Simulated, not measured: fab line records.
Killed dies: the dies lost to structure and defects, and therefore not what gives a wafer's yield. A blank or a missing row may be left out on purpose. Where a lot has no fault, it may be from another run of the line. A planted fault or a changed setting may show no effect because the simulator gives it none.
fab line records	flow n5_finfet
record: lots: 7	wafers: 21	last_day: 18
route steps=1938 shown BEOL_M3@984 BEOL_M4@1111 PASSIVATION@1936
lots with no fault: from the same line, run without faults
start_h: the number of hours between the record's first day and the start of the first shown wafer of the lot	wait_h: hours from the lot's prior step to this one	" identical to the entry in the row above	L1.1+2: a row that stands for several wafers	- no value present, or no start provided	* or withheld: withheld	< > ~ a bound
route shown NAME@n: names a module that has steps shown in the file, with the first one's number in the route	usual: mean/standard deviation taken from wafers without a fault	same: alike in all rows	chamber/n: place in a boat	sites: readings site by site	_std_site: their standard deviation	_edge_site: the outer-site mean with the inner-site mean subtracted	radius_mm: how far each site lies from the wafer's centre	mask NAME#n: copy n	behind: the tool/chamber that last shaped the wafer	hold: the reason the lot was held/the length of the hold in hours/how it ended	device: the transistor (n, p or np) that didn't switch	end of line: the tests these same wafers got at the end of their route	step lacking rows: just its recipe	killed: at the first sort, the dies lost to defects and structure; wafer yield is something else	map: dies across one wafer; x = killed, . = not, _ = none there
set.NAME: the setting as run; set.NAME@STEP: as run at that earlier step	model.NAME: the simulator's own value behind a step, which no gauge read
lots at selected steps of the route; one table per step, one row per wafer
services: a tool's chamber out of use, with start hour (start_h, from the record's first day; less than 0 if before it), hours out, and reason
== steps ==
step: N5_BEOL_M3_HM_STRIP_39
recipe: chemistry: peroxide_tin_strip	material: TiN	target_depth_a: 250	temp_c: 50	time_s: 158
step: N5_BEOL_M3_SRD_40
recipe: time_s: 30	temp_c: 23	rinse_liquid: diw	dry: ipa_marangoni
step: N5_BEOL_M3_PRECLEAN_42
recipe: chemistry: residue_remover	time_s: 60	temp_c: 40
step: N5_BEOL_M3_SRD_43
recipe: time_s: 30	temp_c: 23	rinse_liquid: diw	dry: ipa_marangoni
step: N5_BEOL_M3_CD_MEAS_35
recipe: target_cd_nm: 18	target_cd_y_nm: 21	polarity: opening
usual: cd_nm: 17.9/0.3
lot.wafer	tool	chamber	start_h	wait_h	cd_nm
L517.2	cd_sem-01	-	199.81	0.0	18.3
L517.3	"	-	"	"	18.0
L517.5	"	-	"	"	18.0
L525.3	cd_sem-01	-	248.70	0.0	17.8
L525.4	"	-	"	"	17.7
L525.6	"	-	"	"	17.5
L527.3	cd_sem-03	-	257.51	0.0	17.6
L527.4	"	-	"	"	17.8
L527.6	"	-	"	"	17.7
L524.2	cd_sem-01	-	257.95	0.0	18.1
L524.4	"	-	"	"	17.8
L524.6	"	-	"	"	17.6
L526.2	cd_sem-02	-	262.26	0.0	18.6
L526.5	"	-	"	"	17.7
L526.6	"	-	"	"	17.9
L532.1	cd_sem-01	-	302.34	0.0	18.0
L532.4	"	-	"	"	18.1
L532.5	"	-	"	"	17.7
L533.2	cd_sem-02	-	313.47	0.0	18.4
L533.3	"	-	"	"	18.2
L533.4	"	-	"	"	18.0
step: N5_BEOL_M3_DEGAS_44
recipe: ambient: vacuum	temp_c: 250	time_s: 60
usual: heater_power_w: 326/39	susceptor_temp_C: 250.02/0.16
lot.wafer	tool	chamber	start_h	wait_h	heater_power_w	susceptor_temp_C
L517.2	pvd_sputter-02	-	200.15	0.3	334	249.97
L517.3	"	-	"	"	304	250.10
L517.5	"	-	"	"	337	250.05
L525.3	pvd_sputter-01	-	249.07	0.4	360	250.01
L525.4	"	-	"	"	345	250.25
L525.6	"	-	"	"	353	250.02
L527.3	pvd_sputter-02	-	257.59	0.1	345	249.93
L527.4	"	-	"	"	416	249.87
L527.6	"	-	"	"	423	250.07
L524.2	pvd_sputter-03	-	258.07	0.1	307	249.83
L524.4	"	-	"	"	316	250.26
L524.6	"	-	"	"	311	249.99
L526.2	pvd_sputter-02	-	262.56	0.3	336	250.03
L526.5	"	-	"	"	414	250.17
L526.6	"	-	"	"	339	249.98
L532.1	pvd_sputter-03	-	304.15	1.8	280	249.95
L532.4	"	-	"	"	288	249.87
L532.5	"	-	"	"	289	250.30
L533.2	pvd_sputter-02	-	313.69	0.2	349	249.87
L533.3	"	-	"	"	349	249.85
L533.4	"	-	"	"	412	250.23
step: N5_BEOL_M3_PRE_CLEAN_45
recipe: gas: H2/He	time_s: 30	temp_c: 250
usual: heater_power_w: 325/41	susceptor_temp_C: 249.98/0.18
lot.wafer	tool	chamber	start_h	wait_h	heater_power_w	susceptor_temp_C
L517.2	pvd_sputter-02	-	200.19	0.0	338	249.69
L517.3	"	-	"	"	296	249.79
L517.5	"	-	"	"	336	249.98
L525.3	pvd_sputter-01	-	249.11	0.0	350	249.99
L525.4	"	-	"	"	347	249.98
L525.6	"	-	"	"	368	250.20
L527.3	pvd_sputter-02	-	257.63	0.0	355	249.84
L527.4	"	-	"	"	413	249.96
L527.6	"	-	"	"	420	249.86
L524.2	pvd_sputter-03	-	258.11	0.0	311	249.95
L524.4	"	-	"	"	320	250.01
L524.6	"	-	"	"	309	250.03
L526.2	pvd_sputter-02	-	262.60	0.0	342	249.80
L526.5	"	-	"	"	422	249.88
L526.6	"	-	"	"	323	249.83
L532.1	pvd_sputter-03	-	304.19	0.0	282	250.04
L532.4	"	-	"	"	284	250.10
L532.5	"	-	"	"	287	249.88
L533.2	pvd_sputter-02	-	313.73	0.0	359	249.87
L533.3	"	-	"	"	336	249.87
L533.4	"	-	"	"	422	250.06
step: N5_BEOL_M3_ALD_84
recipe: material: TaN	target_thk_a: *	temp_c: 275	ald_precursor_family: PDMAT	ald_co_reactant: NH3	pressure_torr: 3	carrier_flow_sccm: 1500	pulse_time_s: 2	purge_time_s: 3	co_reactant_purge_time_s: 2	co_reactant_pulse_time_s: 3	ald_cycles: 30	precursor_vessel_temp_c: 75	precursor_vessel_pressure_torr: 26.25	precursor_vessel_carrier_sccm: 1000
step: N5_BEOL_M3_SURFACE_TREAT_85
recipe: gas: Ar	time_s: *	ion_energy_ev: *	ion_current_ma_cm2: 0.5	pressure_mtorr: *	ar_flow_sccm: 30
step: N5_BEOL_M3_CVD_47
recipe: material: Co	target_thk_a: 30	temp_c: withheld	precursor: CCTBA/H2	pressure_torr: 30	time_s: 223.8
step: N5_BEOL_M3_SPUTTER_48
recipe: material: Cu	target_thk_a: 45	temp_c: -20	chamber_pressure_pa: 0.07	power_w: withheld	time_s: 8.29
usual: chamber_pressure_pa: 0.07/0.00014	chuck_gas_flow_sccm: 1.26/0.046	chuck_sensor_temp_C: -16.0/0.65	substrate_temp_c: -19.98/0.12	susceptor_temp_C: -20.00/0.11	throttle_valve_pct: 29.9/1
lot.wafer	tool	chamber	start_h	wait_h	chamber_pressure_pa	chuck_gas_flow_sccm	chuck_sensor_temp_C	substrate_temp_c	susceptor_temp_C	throttle_valve_pct
L517.2	pvd_sputter-01	-	200.88	0.2	0.06986	1.28	-16.5	-20.07	-20.08	30.9
L517.3	"	-	"	"	0.06981	1.22	-16.0	-20.03	-19.97	30.8
L517.5	"	-	"	"	0.06996	1.28	-16.1	-20.10	-19.93	31.6
L525.3	pvd_sputter-02	-	249.82	0.3	0.06973	1.23	-16.8	-20.07	-19.80	29.5
L525.4	"	-	"	"	0.07019	1.27	-14.5	-20.21	-20.07	29.1
L525.6	"	-	"	"	0.06988	1.19	-16.6	-19.99	-19.81	29.3
L527.3	pvd_sputter-02	-	258.17	0.1	0.06975	1.28	-16.7	-20.07	-20.01	29.3
L527.4	"	-	"	"	0.07011	1.17	-15.8	-19.89	-20.01	28.7
L527.6	"	-	"	"	0.07018	1.24	-16.0	-19.96	-19.88	29.8
L524.2	pvd_sputter-02	-	260.35	0.1	0.06995	1.25	-16.8	-19.95	-20.07	29.6
L524.4	"	-	"	"	0.07004	1.34	-14.7	-20.05	-20.18	29.3
L524.6	"	-	"	"	0.07007	1.26	-16.9	-19.95	-19.88	29.1
L526.2	pvd_sputter-02	-	263.18	0.2	0.07013	1.25	-14.6	-19.99	-20.06	29.0
L526.5	"	-	"	"	0.06989	1.27	-16.3	-20.07	-20.03	29.4
L526.6	"	-	"	"	0.06986	1.28	-16.9	-19.92	-20.06	29.4
L532.1	pvd_sputter-03	-	305.01	0.1	0.06982	1.28	-15.6	-20.07	-20.08	29.1
L532.4	"	-	"	"	0.06996	1.17	-16.8	-19.89	-20.10	28.9
L532.5	"	-	"	"	0.07022	1.34	-15.7	-20.05	-20.03	32.3
L533.2	pvd_sputter-03	-	314.61	0.2	0.07021	1.25	-15.7	-19.96	-20.11	32.0
L533.3	"	-	"	"	0.07026	1.36	-15.4	-19.87	-20.26	30.3
L533.4	"	-	"	"	0.06984	1.33	-15.9	-20.16	-20.15	29.3
step: N5_BEOL_M3_ANNEAL_49
recipe: temp_c: 400	time_s: 240	ambient: vacuum
usual: heater_power_w: 819/100	susceptor_temp_C: 400.00/0.23
lot.wafer	tool	chamber	start_h	wait_h	heater_power_w	susceptor_temp_C
L517.2	pvd_sputter-01	-	200.96	0.0	890	399.68
L517.3	"	-	"	"	740	400.12
L517.5	"	-	"	"	851	400.24
L525.3	pvd_sputter-02	-	249.90	0.0	877	400.42
L525.4	"	-	"	"	1029	399.97
L525.6	"	-	"	"	888	400.07
L527.3	pvd_sputter-02	-	258.25	0.0	886	400.37
L527.4	"	-	"	"	837	400.19
L527.6	"	-	"	"	747	400.14
L524.2	pvd_sputter-02	-	260.44	0.0	879	400.06
L524.4	"	-	"	"	1028	400.37
L524.6	"	-	"	"	882	400.24
L526.2	pvd_sputter-02	-	263.27	0.0	1039	400.08
L526.5	"	-	"	"	757	400.07
L526.6	"	-	"	"	875	399.85
L532.1	pvd_sputter-03	-	305.09	0.0	765	399.83
L532.4	"	-	"	"	732	400.24
L532.5	"	-	"	"	697	400.24
L533.2	pvd_sputter-03	-	314.69	0.0	710	400.15
L533.3	"	-	"	"	788	399.74
L533.4	"	-	"	"	777	400.01
step: N5_BEOL_M3_SPUTTER_79
recipe: material: Cu	target_thk_a: 45	temp_c: -20	chamber_pressure_pa: 0.07	power_w: withheld	time_s: 8.29
usual: chamber_pressure_pa: 0.06999/0.00016	chuck_gas_flow_sccm: 1.26/0.061	chuck_sensor_temp_C: -16.0/0.63	substrate_temp_c: -20.01/0.12	susceptor_temp_C: -19.99/0.1	throttle_valve_pct: 29.9/1
lot.wafer	tool	chamber	start_h	wait_h	chamber_pressure_pa	chuck_gas_flow_sccm	chuck_sensor_temp_C	substrate_temp_c	susceptor_temp_C	throttle_valve_pct
L517.2	pvd_sputter-01	-	201.10	0.1	0.06986	1.29	-16.4	-20.21	-19.92	30.7
L517.3	"	-	"	"	0.06984	1.24	-16.0	-20.01	-20.06	30.8
L517.5	"	-	"	"	0.07003	1.15	-16.4	-20.02	-20.00	31.6
L525.3	pvd_sputter-02	-	250.04	0.1	0.07015	1.24	-16.7	-20.08	-19.91	29.5
L525.4	"	-	"	"	0.07001	1.25	-14.6	-20.19	-19.92	29.0
L525.6	"	-	"	"	0.07015	1.22	-17.0	-19.89	-19.89	29.4
L527.3	pvd_sputter-02	-	258.39	0.1	-	-	-	-	-	-
L527.4	"	-	"	"	-	-	-	-	-	-
L527.6	"	-	"	"	-	-	-	-	-	-
L524.2	pvd_sputter-02	-	260.60	0.1	-	-	-	-	-	-
L524.4	"	-	"	"	-	-	-	-	-	-
L524.6	"	-	"	"	-	-	-	-	-	-
L526.2	pvd_sputter-02	-	263.43	0.1	-	-	-	-	-	-
L526.5	"	-	"	"	-	-	-	-	-	-
L526.6	"	-	"	"	-	-	-	-	-	-
L532.1	pvd_sputter-03	-	305.23	0.1	0.07015	1.28	-15.5	-19.94	-20.00	29.1
L532.4	"	-	"	"	0.07007	1.31	-16.7	-19.95	-20.11	29.4
L532.5	"	-	"	"	0.06996	1.29	-15.5	-20.03	-19.90	32.1
L533.2	pvd_sputter-03	-	314.83	0.1	0.07015	1.20	-15.5	-19.86	-20.18	32.2
L533.3	"	-	"	"	0.07015	1.25	-15.6	-19.89	-20.02	30.1
L533.4	"	-	"	"	0.06991	1.16	-15.7	-20.09	-19.84	29.4
step: N5_BEOL_M3_ANNEAL_80
recipe: temp_c: 400	time_s: 240	ambient: vacuum
usual: heater_power_w: 819/100	susceptor_temp_C: 400.01/0.24
lot.wafer	tool	chamber	start_h	wait_h	heater_power_w	susceptor_temp_C
L517.2	pvd_sputter-01	-	201.18	0.0	898	399.74
L517.3	"	-	"	"	712	399.85
L517.5	"	-	"	"	876	399.92
L525.3	pvd_sputter-02	-	250.12	0.0	871	399.91
L525.4	"	-	"	"	1049	399.78
L525.6	"	-	"	"	866	399.93
L527.3	pvd_sputter-02	-	258.47	0.0	887	400.46
L527.4	"	-	"	"	812	399.85
L527.6	"	-	"	"	755	400.00
L524.2	pvd_sputter-02	-	260.69	0.0	900	400.02
L524.4	"	-	"	"	1056	400.06
L524.6	"	-	"	"	880	400.22
L526.2	pvd_sputter-02	-	263.52	0.0	1040	400.01
L526.5	"	-	"	"	761	399.82
L526.6	"	-	"	"	884	399.83
L532.1	pvd_sputter-03	-	305.31	0.0	772	400.10
L532.4	"	-	"	"	715	399.88
L532.5	"	-	"	"	710	400.04
L533.2	pvd_sputter-03	-	314.91	0.0	710	399.86
L533.3	"	-	"	"	804	399.89
L533.4	"	-	"	"	789	400.11
step: N5_BEOL_M4_RC_MEAS_101
usual: DIBL_N: 36.2/1.6	DIBL_P: 36.1/2	IOFF_N: 0.16/0.032	IOFF_P: 0.22/0.036	ION_N: 672/11	ION_P: 463/7.5	SS_N: 71.4/0.58	SS_P: 73.2/0.67	VT_N: 250/3.3	VT_P: -250/3.3
lot.wafer	tool	chamber	start_h	wait_h	DIBL_N[mV/V]	DIBL_P[mV/V]	IOFF_N[nA/um]	IOFF_P[nA/um]	ION_N[uA/um]	ION_P[uA/um]	SS_N[mV/dec]	SS_P[mV/dec]	VT_N[mV]	VT_P[mV]
L517.2	prober-02	0	213.60	0.2	34.2	35.1	0.14	0.18	670	456	70.9	73.0	251	-256
L517.3	"	0	"	"	35.7	36.1	0.17	0.19	671	453	71.5	73.5	248	-253
L517.5	"	0	"	"	34.4	34.1	0.13	0.17	661	449	71.0	73.1	253	-258
L525.3	prober-02	0	270.54	0.3	38.1	39.2	0.21	0.26	676	460	71.8	74.0	244	-247
L525.4	"	0	"	"	38.1	38.5	0.19	0.26	684	460	72.0	73.7	248	-246
L525.6	"	0	"	"	38.0	38.3	0.22	0.26	690	469	71.6	74.0	242	-244
L527.3	prober-02	0	273.44	0.3	36.3	37.0	0.14	0.22	652	458	71.4	73.1	257	-250
L527.4	"	0	"	"	37.3	38.3	0.16	0.23	672	457	71.6	73.0	253	-249
L527.6	"	0	"	"	36.4	37.1	0.15	0.22	663	467	71.6	72.8	253	-250
L526.2	prober-02	0	276.62	0.2	35.3	34.4	0.14	0.20	664	457	71.7	73.3	253	-251
L526.5	"	0	"	"	34.2	34.1	0.13	0.19	665	459	70.5	73.0	256	-251
L526.6	"	0	"	"	32.5	30.8	0.11	0.15	664	451	70.6	71.6	254	-253
L524.2	prober-01	0	278.87	0.2	35.7	36.7	0.15	0.19	663	456	71.6	73.6	251	-251
L524.4	"	0	"	"	35.7	36.7	0.16	0.18	675	458	72.0	73.6	247	-253
L524.6	"	0	"	"	33.9	34.9	0.13	0.16	666	456	70.8	72.7	251	-254
L532.1	prober-02	0	322.86	0.0	35.0	35.9	0.14	0.18	678	465	70.4	72.6	252	-251
L532.4	"	0	"	"	35.1	36.2	0.13	0.18	679	464	71.2	72.8	251	-252
L532.5	"	0	"	"	36.3	37.7	0.16	0.21	677	467	71.5	72.8	250	-253
L533.2	prober-02	0	340.00	0.2	36.9	38.3	0.17	0.23	675	469	71.6	73.0	249	-251
L533.3	"	0	"	"	34.1	34.9	0.12	0.19	668	464	71.0	72.4	254	-252
L533.4	"	0	"	"	34.5	35.5	0.14	0.19	671	463	71.1	72.4	250	-250
step: N5_PASSIVATION_PROBE_49
usual: defect_limited_yield: 91.4/1.3	killed_at_M0_to_M3: 34/10	killed_at_M4_up: 14/5.6	killed_at_contacts: 13/5.9	killed_at_front_end: 37/9.9	killed_at_other: 3.5/2.8	killed_dies: 101/15	killed_on_rim: 13/3.9	killed_open: 67/12	killed_short: 32/6.6	sort_bin_5_function: 5.0/0.81	sort_bin_6_memory: 3.2/0.66	sort_n_pass: 1079/15	sort_yield_pct: 91.4/1.3
same: gross_dies: 1180	killed_at_back_side: 0	sort_bin_4_leakage[%]: 0	sort_bin_8_speed[%]: 0
lot.wafer	tool	chamber	start_h	wait_h	defect_limited_yield[%]	killed_at_M0_to_M3	killed_at_M4_up	killed_at_contacts	killed_at_front_end	killed_at_other	killed_dies	killed_on_rim	killed_open	killed_short	sort_bin_5_function[%]	sort_bin_6_memory[%]	sort_n_pass	sort_yield_pct[%]
L527.3	prober-02	-	376.39	0.1	91.3	57	3	6	32	5	103	10	59	38	4.6	3.8	1077	91.3
L527.4	prober-02	-	376.44	0.2	90.7	42	12	9	44	3	110	14	71	34	4.8	4.1	1070	90.7
L527.6	prober-02	-	376.54	0.3	90.6	55	16	9	31	0	111	10	74	34	5.0	4.2	1069	90.6
L526.2	prober-01	-	376.62	0.1	91.2	44	8	14	35	3	104	10	55	41	5.2	3.1	1076	91.2
L526.5	prober-01	-	376.77	0.2	92.6	27	13	7	37	3	87	8	51	30	3.7	3.4	1093	92.6
L526.6	prober-01	-	376.82	0.3	91.7	35	6	15	37	5	98	10	64	30	4.9	3.3	1082	91.7
L524.2	prober-02	-	396.61	0.1	91.9	29	14	13	30	9	95	14	64	28	5.4	2.5	1085	91.9
L524.4	prober-02	-	396.71	0.2	90.2	42	13	9	51	1	116	14	78	33	6.0	3.5	1064	90.2
L524.6	prober-02	-	396.81	0.3	90.0	50	12	22	33	1	118	19	81	25	5.7	3.9	1062	90.0
killed by level:class
L527.3 BEOL_M0_SAQP:geometric_particle:open=12 BEOL_M0_SAQP:geometric_particle:short=10 BEOL_M1:geometric_particle:open=10 FIN_SAQP:geometric_particle:open=7 BEOL_M2:geometric_particle:open=6 STI_FIN_REVEAL:geometric_particle:open=5 BEOL_M3:interface_void_opened=5 MOL_CONTACT_COAG:geometric_particle:open=4
L527.4 FIN_SAQP:geometric_particle:open=10 FIN_SAQP:geometric_particle:short=9 BEOL_M0_SAQP:geometric_particle:open=9 BEOL_M1:geometric_particle:open=8 MOL_CONTACT_COAG:geometric_particle:open=6 BEOL_M0_SAQP:geometric_particle:short=6 BEOL_M2:geometric_particle:open=6 ILD0:geometric_particle:short=5
L527.6 BEOL_M0_SAQP:geometric_particle:open=16 BEOL_M0_SAQP:geometric_particle:short=12 FIN_SAQP:geometric_particle:short=10 MOL_CONTACT_COAG:geometric_particle:open=8 BEOL_M3:geometric_particle:open=7 BEOL_M4:geometric_particle:open=7 FIN_SAQP:geometric_particle:open=5 STI_FIN_REVEAL:geometric_particle:open=4
L526.2 BEOL_M0_SAQP:geometric_particle:short=12 MOL_CONTACT_COAG:geometric_particle:open=10 FIN_SAQP:geometric_particle:short=8 BEOL_M3:interface_void_opened=8 GATE_CUT:geometric_particle:short=6 BEOL_M2:geometric_particle:open=6 BEOL_M0_SAQP:geometric_particle:open=5 BEOL_M1:geometric_particle:open=5
L526.5 GATE_CUT:geometric_particle:short=10 BEOL_M2:geometric_particle:open=7 GATE_CUT:geometric_particle:open=6 MOL_CONTACT_COAG:geometric_particle:open=6 BEOL_M3:interface_void_opened=6 FIN_SAQP:geometric_particle:open=5 STI_FIN_REVEAL:geometric_particle:open=4 BEOL_M0_SAQP:geometric_particle:short=4
L526.6 BEOL_M2:geometric_particle:open=14 MOL_CONTACT_COAG:geometric_particle:open=13 FIN_SAQP:geometric_particle:open=7 GATE_CUT:geometric_particle:short=6 BEOL_M0_SAQP:geometric_particle:open=6 STI_FIN_REVEAL:geometric_particle:open=5 GATE_CUT:geometric_particle:open=3 BEOL_M0:geometric_particle:open=3
L524.2 STI_FIN_REVEAL:geometric_particle:open=15 MOL_CONTACT_COAG:geometric_particle:open=12 BEOL_M3:geometric_particle:open=6 BEOL_M2:geometric_particle:open=5 PASS1_CAP:geometric_particle:short=5 BEOL_M0_SAQP:geometric_particle:open=4 DUMMY_GATE:geometric_particle:open=3 BEOL_M1:geometric_particle:short=3
L524.4 STI_FIN_REVEAL:geometric_particle:open=17 BEOL_M0_SAQP:geometric_particle:open=9 BEOL_M2:geometric_particle:open=9 MOL_CONTACT_COAG:geometric_particle:open=7 BEOL_M1:geometric_particle:open=7 GATE_CUT:geometric_particle:short=5 BEOL_M0_SAQP:geometric_particle:short=5 STARTING-WAFER:geometric_particle:short=5
L524.6 MOL_CONTACT_COAG:geometric_particle:open=16 BEOL_M1:geometric_particle:open=14 BEOL_M3:interface_void_opened=8 BEOL_M4:geometric_particle:open=8 BEOL_M0_SAQP:geometric_particle:open=7 STI_FIN_REVEAL:geometric_particle:open=6 MOL_CONTACT_COAG:geometric_particle:short=6 BEOL_M2:geometric_particle:open=6
== services ==
tool	chamber	start_h	hours	kind
pvd_sputter-02	-	207.32	1.6	repair
== key ==
first_sign: step: N5_BEOL_M3_SPUTTER_79	reading: tool_record	direction: missing
effect none on later readings
met_at N5_BEOL_M3_SPUTTER_79
struck_wafers L524.2,L524.4,L524.6,L526.2,L526.5,L526.6,L527.3,L527.4,L527.6
onset_between 250.04 258.39
fault: kind: skipped_step_whole	tool: pvd_sputter-02	chamber: -	onset_h: 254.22	steps: N5_BEOL_M3_SPUTTER_79	scope: struck_lots_only
